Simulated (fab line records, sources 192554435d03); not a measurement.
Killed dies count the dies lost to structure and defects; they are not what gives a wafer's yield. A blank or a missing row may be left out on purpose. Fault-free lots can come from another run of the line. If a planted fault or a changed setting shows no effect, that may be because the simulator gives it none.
Comparing a struck lot with a sound one -- flow n5 finfet -- 15 steps out of a route of 1938
Sound: the wafers L623.1, L623.2, L623.5. Struck: wafer L625.1 (left out: L625.3, L625.4 of the same lot, which were not struck); the cause appears at the end.
Each step with rows lists, per side, the tool, then ch with its chambers, then its first start. Under that, the readings that differ: sound wafers -- struck wafers -- difference of the means -- sigmas: that difference in standard deviations of wafers without a fault.
alike: readings with means less than 2 such deviations apart, plus words and numbers identical on both sides. not compared: withheld readings, readings lacking a value on some wafer, bounds such as >300 that could conceal the same value, and numbers that have no deviation in the record and whose values overlap.
The two part at a step that has a row with sigmas, a row that says differs or no value, or rows on one side only. Numbers that don't overlap but have no deviation are shown without sigmas and don't part them. A reading that every wafer of one side lacks parts them only if that side has two wafers or more.

first, 7 steps without rows for these wafers: N5_BEOL_M14_COAT_22 (resist thk 300 nm); N5_BEOL_M14_EBR_24; N5_BEOL_M14_SOFTBAKE_23 (time 60 s); N5_BEOL_M14_EXPOSE_25 (exposes mask M14, target cd 280 nm); N5_BEOL_M14_PEB_26 (peb time 90 s); N5_BEOL_M14_DEVELOP_27 (develop time 45 s); N5_BEOL_M14_HARDBAKE_32 (time 120 s).
N5_BEOL_M14_CD_MEAS_28: target cd 284.4 nm.
  sound on cd sem-01 ch 0, day 13 04:13; struck on cd sem-03 ch 0, day 14 00:48
  alike: cd nm
N5_BEOL_M14_OVL_MEAS_29:
  sound on overlay-01 ch 0, day 13 04:15; struck on overlay-01 ch 0, day 14 00:50
  alike: M14_OVL
N5_BEOL_M14_INSPECT_30: inspects for defects (macro).
  sound on defect inspect-01, day 13 04:16; struck on defect inspect-01, day 14 00:51
  alike: raw defect count
N5_BEOL_M14_DESCUM_33: chemistry O2, time 7.9 s.
  sound on rie diel-03 ch 0,2,3, day 13 04:19; struck on rie diel-03 ch 0, day 14 00:53
  alike: drypump motor current A, oes product au, rf vpp V, showerhead plenum p Torr, throttle valve pct
  not compared: rf hours counter h
N5_BEOL_M14_ETCH_67: etches SiARC in CF4, target depth 143 nm, time 238.3 s.
  sound on rie diel-03 ch 0,2,3, day 13 04:20; struck on rie diel-03 ch 0, day 14 00:55
reading,sound,struck,difference,sigmas
rf vpp V (V),184.2 183.6 183.9,185.9,+2.0,+2
  alike: drypump motor current A, etch rf on time s, oes product au, showerhead plenum p Torr, throttle valve pct
  not compared: rf hours counter h
N5_BEOL_M14_ETCH_68: etches SOC in N2/H2, time 450 s.
  sound on rie diel-03 ch 0,2,3, day 13 04:29; struck on rie diel-03 ch 0, day 14 01:04
reading,sound,struck,difference,sigmas
run length s (s),473.9 473.0 473.4,448.4,-25.0,-60
model.SiARC_of_BEOL_M14_COAT_66.thk nm (nm),64.8 66.2 67,67.4,+1.4,
  alike: drypump motor current A, oes product au, rf vpp V, showerhead plenum p Torr, throttle valve pct
  not compared: rf hours counter h
then, 1 step without rows for these wafers: N5_BEOL_M14_STRIP_69 (strips in N2/H2).
N5_PASSIVATION_PROBE_49:
  sound on prober-01, day 14 05:29; struck on prober-02, day 15 02:22
reading,sound,struck,difference,sigmas
killed_at_M0_to_M3,14 26 44,61,+33,+3
killed at contacts,23 17 15,6,-12,-2
  alike: defect limited yield, killed_at_M4_up, killed at front end, killed at other, killed dies, killed open, killed short, sort_bin_5_function, sort_bin_6_memory, sort n pass, sort yield pct

## WHERE THEY PART
Earliest at N5_BEOL_M14_ETCH_67; latest, in this record, at N5_PASSIVATION_PROBE_49.

WHY: what had been put in by the simulator
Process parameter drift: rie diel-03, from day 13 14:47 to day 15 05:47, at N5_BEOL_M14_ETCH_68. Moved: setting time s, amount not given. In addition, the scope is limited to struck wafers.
